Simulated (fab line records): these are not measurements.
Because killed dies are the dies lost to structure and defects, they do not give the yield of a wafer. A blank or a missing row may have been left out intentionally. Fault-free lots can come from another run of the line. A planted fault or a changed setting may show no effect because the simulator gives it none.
Struck lot and sound lot, side by side ; flow nand-harc ; 40 out of 1302 route steps
Sound: wafers L550.1, L550.2, L550.4. Struck: wafer L559.3 (L559.1, L559.2, from the same lot, were not struck and are left out); the cause is given at the end.
Per side, at each step with rows, come the tool, then ch with its chambers, and then its first start. Under that, the readings that differ: sound wafers ; struck wafers ; difference of the means ; sigmas: that difference in standard deviations of wafers without a fault.
alike: readings with means less than 2 such deviations apart, plus words and numbers identical on both sides. not compared: withheld readings, readings lacking a value on some wafer, bounds such as >300 that could conceal the same value, and numbers that have no deviation in the record and whose values overlap.
Wherever a step has rows on one side only, a row that says differs or no value, or a row with sigmas, the two part there. Non-overlapping numbers with no deviation appear without sigmas and do not part them. Lack of a reading on every wafer of one side parts them only where that side has two or more wafers.

first, 2 steps without rows for these wafers: NHARC_P_M0_PEB_07 (peb time 65 s); NHARC_P_M0_DEVELOP_08 (develop time 35 s).
NHARC_P_M0_CD_MEAS_09 targets a cd of 90 nm.
  sound on cd-sem-03 ch 0, day 8 02:18; struck on cd-sem-02 ch 0, day 12 02:21
  alike: cd-nm
NHARC_P_M0_OVL_MEAS_10: pitch 180 nm.
  struck on overlay-01, day 12 02:26; sound on overlay-01, day 8 02:23
  alike: overlay-x-nm, overlay-y-nm
NHARC_P_M0_INSPECT_11:
  struck on defect-inspect-01, day 12 02:28; sound on defect-inspect-01, day 8 02:25
  alike: raw-defect-count
then, 2 steps without rows for these wafers: NHARC_P_M0_DESCUM_14 (chemistry O2, time 3 s); NHARC_P_M0_ETCH_34 (etches the open film in N2/H2, target depth 40 nm, overetch 12 nm, time 43.94 s).
NHARC_P_M0_ETCH_15: etches the open film in C4F8/Ar, target depth 150 nm, overetch 15 nm, time 82.5 s.
  sound on rie-diel-05 ch 0,1,3; struck on rie-diel-04 ch 1
reading;sound;struck;difference;sigmas
rf-hours-counter-h (h);19 19 16;20;+2;
  alike: oes-product-au, rf-vpp-V
NHARC_P_M0_CD_MEAS_16:
  struck on cd-sem-03, day 12 02:50; sound on cd-sem-02, day 8 02:47
  alike: cd-nm
NHARC_P_M0_STRIP_18: strips in N2/H2.
  sound on rie-diel-05 ch 0,1,2, day 8 02:52; struck on rie-diel-05 ch 1, day 12 02:55
reading;sound;struck;difference;sigmas
rf-hours-counter-h (h);19 19 17;4;-14;
  alike: drypump-motor-current-A, oes-product-au, rf-vpp-V, showerhead-plenum-p-Torr, throttle-valve-pct
then, 1 step without rows for these wafers: NHARC_P_M0_STRIP_19 (strips in post etch residue remover, time 600 s).
NHARC_P_M0_DEGAS_28: time 60 s.
  struck on pvd-sputter-02, day 12 03:27; sound on pvd-sputter-02, day 8 03:27
  alike: heater-power-w
NHARC_P_M0_PRE_CLEAN_29: time 30 s.
  struck on pvd-sputter-02, day 12 03:31; sound on pvd-sputter-02, day 8 03:30
  alike: heater-power-w
NHARC_P_M0_PVD_20: deposits TaN, target thk 5 nm, time 8.06 s.
  sound on pvd-sputter-02; struck on pvd-sputter-02
  alike: throttle-valve-pct
then, 2 steps without rows for these wafers: NHARC_P_M0_PVD_21 (deposits Cu, target thk 30 nm, time 20.49 s); NHARC_P_M0_ECD_22 (material Cu, target thk 400 nm).
NHARC_P_M0_ANNEAL_30: time 90 s.
  sound on rtp-anneal-01 ch 0, day 8 04:11; struck on rtp-anneal-01 ch 0, day 12 04:11
  alike: anneal-temp-c-max, wafer_temp_C_max
then, 1 step without rows for these wafers: NHARC_P_M0_CMP_23 (polishes, t overpolish 20 s, target thk 117.54 nm).
NHARC_P_M0_THK_MEAS_24: measures by xrf.
  struck on film-metro-02, day 12 04:50; sound on film-metro-01, day 8 04:51
  alike: thk-nm
then, 13 steps without rows for these wafers: NHARC_P_M0_SRD_25; NHARC_P_M0_PRE_CLEAN_31 (time 12 s); NHARC_P_M0_DEP_32 (deposits SiCN, target thk 30 nm); NHARC_P_M1_DEP_00 (deposits SiOC, target thk 182.5 nm); NHARC_P_M1_DEHYDRATE_01 (time 120 s); NHARC_P_M1_HMDS_02 (time 30 s); NHARC_P_M1_COAT_34 (time 65 s); NHARC_P_M1_COAT_03 (resist thk 90 nm); NHARC_P_M1_SOFTBAKE_04 (time 55 s); NHARC_P_M1_EBR_05; NHARC_P_M1_EXPOSE_06 (exposes mask P M1, target cd 130 nm); NHARC_P_M1_PEB_07 (peb time 65 s); NHARC_P_M1_DEVELOP_08 (develop time 35 s).
NHARC_P_M1_CD_MEAS_09 targets a cd of 130 nm.
  sound on cd-sem-03 ch 0, day 8 06:16; struck on cd-sem-02 ch 0, day 12 06:16
  alike: cd-nm
NHARC_P_M1_OVL_MEAS_10: pitch 260 nm.
  struck on overlay-02, day 12 06:22; sound on overlay-01, day 8 06:21
  alike: overlay-x-nm, overlay-y-nm
then, 3 steps without rows for these wafers: NHARC_P_M1_DESCUM_14 (chemistry O2, time 3 s); NHARC_P_M1_ETCH_35 (etches the open film in N2/H2, target depth 40 nm, overetch 12 nm, time 43.94 s); NHARC_P_M1_ETCH_15 (etches the open film in C4F8/Ar, target depth 182.5 nm, time 91.2 s).
NHARC_P_M1_CD_MEAS_16:
  struck on cd-sem-02, day 12 06:46; sound on cd-sem-03, day 8 06:48
  alike: cd-nm
then, 1 step without rows for these wafers: NHARC_P_M1_STRIP_18 (strips in N2/H2).
-- the record jumps here: 18 days lie between the struck wafers' starts before and after (it left off in module P_M1 and takes up again in module END, whose first step shown is number 1302 of the route) --
NHARC_END_SORT_01:
  sound on prober-02 ch 0, day 26 15:18; struck on prober-01 ch 0, day 30 11:49
reading;sound;struck;difference;sigmas
defect-limited-yield (%);93.1 92.0 91.3;82.9;-9.2;-4
killed-at-periphery;2 3 4;83;+80;+28
killed-dies;47 54 59;116;+63;+4
killed-open;5 7 6;1;-5;-3
killed-short;4 4 3;0;-4;-2
sort_bin_2_pct (%);2.8 3.0 3.2;6.8;+3.8;+3
sort_bin_3_pct (%);0.7 0.7 0.3;3.2;+2.6;+8
sort_bin_4_pct (%);3.4 4.3 5.2;7.1;+2.8;+2
sort-n-pass;630 623 618;561;-63;-4
sort-rim-yield-pct (%);99 97 99;87;-11;-3
sort-yield-pct (%);93.1 92.0 91.3;82.9;-9.2;-4
  alike: killed-at-array, killed-at-other

## WHERE THEY PART
Only at NHARC_END_SORT_01, within this record.

WHY: the cause the simulator had injected
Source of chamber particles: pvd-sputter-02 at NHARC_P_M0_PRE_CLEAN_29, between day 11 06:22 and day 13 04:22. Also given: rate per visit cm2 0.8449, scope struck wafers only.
